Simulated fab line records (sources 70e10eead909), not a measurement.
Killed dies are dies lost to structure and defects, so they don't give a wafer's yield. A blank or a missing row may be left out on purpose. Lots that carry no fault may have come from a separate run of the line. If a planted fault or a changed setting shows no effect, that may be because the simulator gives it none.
Matching of chambers -- flow nand_harc -- 4 sister chambers for NHARC_P_M2_STRIP_18 on rie_diel-12
The step strips in N2/H2. 20 wafers are shown with their chamber, then 10 later ones without.

WAFERS, EACH WITH ITS CHAMBER
wafer,chamber,oes_product_au (a.u.),rf_vpp_V (V),throttle_valve_pct (%)
L078.2,2,1.020,89.6,14.188
L078.5,2,1.022,90.9,14.177
L078.6,1,0.986,90.7,14.168
L082.1,0,1.002,89.9,14.161
L082.2,1,0.994,89.6,14.179
L082.6,0,0.995,89.3,14.172
L083.1,3,0.981,90.4,14.168
L083.2,1,0.982,90.6,14.166
L083.6,0,0.996,88.3,14.173
L084.3,2,1.001,90.9,14.176
L084.4,1,0.983,90.6,14.175
L084.5,2,1.010,89.7,14.165
L086.3,2,1.008,90.1,14.173
L086.4,1,0.991,91.9,14.176
L086.6,2,1.009,91.0,14.153
L092.1,0,1.004,91.1,14.181
L092.2,1,0.985,90.2,14.184
L092.5,0,1.005,89.0,14.164
L093.1,3,0.978,89.8,14.165
L093.4,1,0.987,89.4,14.175

SIGNATURES, as means of the wafers listed above
reading,chamber 0,chamber 1,chamber 2,chamber 3,scatter within a chamber
oes_product_au,1.00040,0.98686,1.01167,0.97950,0.00567
rf_vpp_V,89.520,90.429,90.367,90.100,0.821
throttle_valve_pct,14.17020,14.17471,14.17200,14.16650,0.00863
Rule: a wafer's distance from a chamber is the root of the sum, over the readings, of the square of ((its reading less the chamber's mean) divided by the reading's scatter). The wafer belongs to the nearest chamber; if the next one is less than 2 further off, it can't be placed. The scatter: take each reading less its chamber's mean, square it, sum over the shown wafers, divide by the number of wafers less the number of chambers, and take the root.

WAFERS MISSING THEIR CHAMBER
wafer,oes_product_au (a.u.),rf_vpp_V (V),throttle_valve_pct (%)
L093.6,0.998,90.2,14.188
L095.1,1.000,91.6,14.162
L095.4,1.016,89.4,14.162
L095.5,0.975,90.7,14.169
L096.2,1.000,91.4,14.183
L096.3,0.983,91.2,14.167
L096.4,0.990,89.5,14.177
L097.1,1.009,91.2,14.150
L097.3,0.976,90.1,14.185
L097.6,0.989,90.4,14.161

EACH ONE'S CHAMBER
wafer,from the rows above,in truth
L093.6,can't be placed: 0 or 1 or 2 or 3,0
L095.1,can't be placed: 0 or 2 or 1 or 3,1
L095.4,can't be placed: 2 or 0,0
L095.5,can't be placed: 3 or 1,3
L096.2,can't be placed: 0 or 2 or 1 or 3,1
L096.3,can't be placed: 1 or 3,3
L096.4,can't be placed: 1 or 0 or 3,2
L097.1,can't be placed: 2 or 0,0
L097.3,can't be placed: 3 or 1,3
L097.6,can't be placed: 1 or 3 or 0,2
Correctly placed: 0 of 10. These rows do not allow placing 10 (true chamber among the candidates in 8). Placed wrongly: 0.
